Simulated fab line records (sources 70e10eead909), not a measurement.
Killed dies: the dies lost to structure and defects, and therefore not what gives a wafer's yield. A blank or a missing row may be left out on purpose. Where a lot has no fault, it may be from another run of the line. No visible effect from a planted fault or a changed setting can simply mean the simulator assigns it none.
Which of the tools did it? | flow nand_harc | Sampling: 14 lots, 42 wafers, 5 of 1302 route steps

== WHAT EACH GAUGE READ, for each wafer ==
NHARC_HYBRID_BOND_OVL_MEAS_05.
lot  | measured     | on         | overlay_x_nm (nm) | overlay_y_nm (nm)
L613 | day 24 02:45 | overlay-02 | -15 -37 -13       | -16 -18 -15
L614 | day 24 02:45 | overlay-01 | -46 52 -16        | 35 -17 -21
L615 | day 24 14:07 | overlay-02 | -17 -8 7          | -27 23 -7
L617 | day 24 21:16 | overlay-01 | -31 -4 21         | 9 -22 10
L621 | day 26 20:01 | overlay-01 | -66 26 33         | -5 -33 -31
L622 | day 27 06:52 | overlay-02 | -22 -26 45        | -17 -40 -47
L623 | day 27 06:53 | overlay-01 | -30 -6 7          | -21 -30 4
L624 | day 28 09:09 | overlay-01 | -23 1 17          | 4 33 43
L626 | day 29 09:37 | overlay-01 | 34 25 7           | 8 13 25
L627 | day 29 13:55 | overlay-01 | -24 -13 -86       | 24 -62 -3
L629 | day 30 18:52 | overlay-02 | 2 27 -31          | 8 33 1
L630 | day 30 18:52 | overlay-01 | -47 57 -2         | 0 6 -59
L632 | day 31 02:38 | overlay-02 | -49 60 18         | -38 -7 -2
L635 | day 32 10:33 | overlay-02 | 14 -16 9          | -54 -24 -6

NHARC_END_SORT_01.
lot  | measured     | on        | killed_at_array | killed_at_other | killed_at_periphery | killed_dies | killed_open | killed_short
L621 | day 27 15:47 | prober-01 | 469 472 483     | 2 1 2           | 7 3 4               | 478 476 489 | 5 2 1       | 2 2 0
L623 | day 28 01:10 | prober-01 | 495 469 477     | 1 2 0           | 3 2 1               | 499 473 478 | 3 1 1       | 0 1 1
L626 | day 30 05:26 | prober-02 | 79 67           | 6 4             | 5 1                 | 90 72       | 1 6         | 5 2

== WHAT TOOL EACH LOT RAN ON (gives the tool, then ch and the chambers of the sampled wafers, and finally the start) ==
lot  | NHARC_A_M0_ECD_22              | NHARC_THIN_TSV_DEP_43           | NHARC_THIN_TSV_STRIP_62
L613 | ecd_cu-01 ch 0,1, day 23 06:26 | pecvd-01 ch 0,1,2, day 24 04:40 | plasma_asher-01 ch 1, day 24 08:08
L614 | ecd_cu-01 ch 0,1, day 23 08:16 | pecvd-04 ch 1,2, day 24 05:56   | plasma_asher-02 ch 0,1, day 24 09:32
L615 | ecd_cu-01 ch 0,1, day 23 18:28 | pecvd-03 ch 0,1, day 24 16:02   | plasma_asher-02 ch 0,1, day 24 19:46
L617 | ecd_cu-01 ch 0,1, day 24 01:47 | pecvd-03 ch 0,1, day 24 23:19   | plasma_asher-01 ch 0,1, day 25 02:47
L621 | ecd_cu-01 ch 0,1, day 26 00:07 | pecvd-01 ch 1,2, day 26 21:55   | plasma_asher-01 ch 0,1, day 27 01:25
L622 | ecd_cu-02 ch 0,1, day 26 09:05 | pecvd-01 ch 0,1,2, day 27 08:47 | plasma_asher-01 ch 0,1, day 27 12:10
L623 | ecd_cu-01 ch 0,1, day 26 12:16 | pecvd-03 ch 0,1,2, day 27 09:58 | plasma_asher-02 ch 0, day 27 13:28
L624 | ecd_cu-02 ch 0,1, day 27 10:47 | pecvd-04 ch 0,1,2, day 28 11:12 | plasma_asher-02 ch 0,1, day 28 14:56
L626 | ecd_cu-02 ch 1, day 28 12:04   | pecvd-04 ch 0,1, day 29 11:35   | plasma_asher-02 ch 0,1, day 29 15:16
L627 | ecd_cu-02 ch 0,1, day 28 18:22 | pecvd-01 ch 0,1,2, day 29 15:52 | plasma_asher-01 ch 0,1, day 29 19:25
L629 | ecd_cu-02 ch 0,1, day 29 23:21 | pecvd-03 ch 0,2, day 30 22:02   | plasma_asher-01 ch 0, day 31 01:34
L630 | ecd_cu-02 ch 1, day 30 00:14   | pecvd-04 ch 1,2, day 30 20:50   | plasma_asher-02 ch 0,1, day 31 00:20
L632 | ecd_cu-02 ch 0,1, day 30 08:25 | pecvd-04 ch 0,1, day 31 05:44   | plasma_asher-02 ch 0,1, day 31 09:12
L635 | ecd_cu-02 ch 0, day 31 13:43   | pecvd-04 ch 0,1, day 32 12:32   | plasma_asher-02 ch 0,1, day 32 15:47
- NHARC_A_M0_ECD_22: material Cu, target thk 400 nm.
- NHARC_THIN_TSV_DEP_43: deposits SiO2, target thk 1328.5 nm.
- NHARC_THIN_TSV_STRIP_62: strips in N2/H2, time 20 s.

== WHAT THE TOOLS THEMSELVES READ (means of the sampled wafers that have a number; where no wafer has one, the mark that the record gives instead) ==
NHARC_THIN_TSV_DEP_43.
lot  | tool     | mfc_precursor_sccm (sccm) | throttle_valve_pct (%)
L613 | pecvd-01 | 161.4                     | 15.9
L614 | pecvd-04 | 161.6                     | 15.8
L615 | pecvd-03 | 161.1                     | 16.2
L617 | pecvd-03 | 161.2                     | 15.9
L621 | pecvd-01 | 161.1                     | 16.2
L622 | pecvd-01 | 160.9                     | 16.1
L623 | pecvd-03 | 161.4                     | 15.9
L624 | pecvd-04 | 161.6                     | 15.7
L626 | pecvd-04 | 161.5                     | 15.4
L627 | pecvd-01 | 161.4                     | 16.0
L629 | pecvd-03 | 161.7                     | 16.4
L630 | pecvd-04 | 161.3                     | 16.2
L632 | pecvd-04 | 161.1                     | 15.5
L635 | pecvd-04 | 161.0                     | 15.5

NHARC_THIN_TSV_STRIP_62.
lot  | tool            | drypump_motor_current_A (A) | heater_power_w (W)
L613 | plasma_asher-01 | 5.5                         | 296
L614 | plasma_asher-02 | 6.2                         | 306
L615 | plasma_asher-02 | 6.3                         | 318
L617 | plasma_asher-01 | 5.4                         | 317
L621 | plasma_asher-01 | 5.5                         | 308
L622 | plasma_asher-01 | 5.5                         | 307
L623 | plasma_asher-02 | 6.0                         | 285
L624 | plasma_asher-02 | 6.2                         | 297
L626 | plasma_asher-02 | 6.3                         | 316
L627 | plasma_asher-01 | 5.4                         | 318
L629 | plasma_asher-01 | 5.4                         | 314
L630 | plasma_asher-02 | 6.3                         | 316
L632 | plasma_asher-02 | 6.3                         | 310
L635 | plasma_asher-02 | 6.3                         | 315

== THE ANSWER, worked out from the rows above alone ==
Rule: the usual values come from the lots themselves. Put in order of their means at a reading, lots are off if they are a third of the lots or fewer, leave a main group of 4 or more, and stand apart from it by a gap of 3 or more times the standard deviation of the main group's means; of several such gaps the widest counts. A main group whose means are all the same, to the digits that the tables above print for the reading, isn't used. Also off: a lot with no number at a reading for which 4 or more lots have one. All remaining lots with rows at the step are treated as sound. After the gauges, taken in route order, come the tools' own readings; for these a lot's mean is taken, as printed above. The first step at which some lot is off is used, and at that step the reading that is off furthest; a lot without a number counts as furthest.
No lot is off at any reading shown: from this, nothing can be told.

== WHAT THE SIMULATOR HAD INSERTED ==
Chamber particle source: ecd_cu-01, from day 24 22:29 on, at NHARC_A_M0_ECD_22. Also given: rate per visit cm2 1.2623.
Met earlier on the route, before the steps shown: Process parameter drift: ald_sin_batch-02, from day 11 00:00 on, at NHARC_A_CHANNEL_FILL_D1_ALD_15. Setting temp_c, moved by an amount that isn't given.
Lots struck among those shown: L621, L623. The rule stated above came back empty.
